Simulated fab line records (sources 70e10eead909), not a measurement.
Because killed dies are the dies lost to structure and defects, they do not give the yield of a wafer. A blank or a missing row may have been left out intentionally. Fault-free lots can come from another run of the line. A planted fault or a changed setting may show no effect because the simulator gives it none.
Chamber matching | flow nandHarc | NHARC_A_CHANNEL_FILL_D2_STRIP_28 on rieDiel-05 has 4 sister chambers
The step strips in O2, time 20 s. 4 wafers are shown with their chamber, then 12 later ones without.

## WAFERS, EACH WITH ITS CHAMBER
wafer  | chamber | drypumpMotorCurrentA (A)
L082.6 | 2       | 5.6
L089.2 | 1       | 6.6
L089.4 | 0       | 5.0
L089.5 | 3       | 5.6

## WAFERS MISSING THEIR CHAMBER
wafer  | drypumpMotorCurrentA (A)
L090.1 | 5.7
L090.2 | 5.7
L090.3 | 6.6
L092.1 | 5.6
L092.3 | 5.7
L092.5 | 5.7
L094.1 | 5.7
L094.4 | 5.6
L094.5 | 6.6
L096.4 | 5.7
L096.5 | 5.7
L096.6 | 5.0

## WHICH CHAMBER EACH WENT THROUGH
wafer  | from the rows above     | in truth
L090.1 | can't be placed: 2 or 3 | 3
L090.2 | can't be placed: 2 or 3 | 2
L090.3 | 1                       | 1
L092.1 | can't be placed: 2 or 3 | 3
L092.3 | can't be placed: 2 or 3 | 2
L092.5 | can't be placed: 2 or 3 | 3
L094.1 | can't be placed: 2 or 3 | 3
L094.4 | can't be placed: 2 or 3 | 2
L094.5 | 1                       | 1
L096.4 | can't be placed: 2 or 3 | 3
L096.5 | can't be placed: 2 or 3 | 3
L096.6 | 0                       | 0
Correctly placed: 3 of 12. From these rows, 9 cannot be placed; in 9 the true chamber is one of the candidates. 0 placed wrongly.
How it was worked out, from the rows above alone: a wafer's distance from a chamber is the root of the sum, over the readings, of the square of ((its reading less the chamber's mean) divided by the reading's scatter). The wafer belongs to the nearest chamber; if the next one is less than 2 further off, it can't be placed. For every chamber, the mean is computed from those of its wafers that are shown. The scatter (one wafer shown for each chamber): square how far every hidden wafer sits from the nearest shown wafer, average those squares and take the square root.
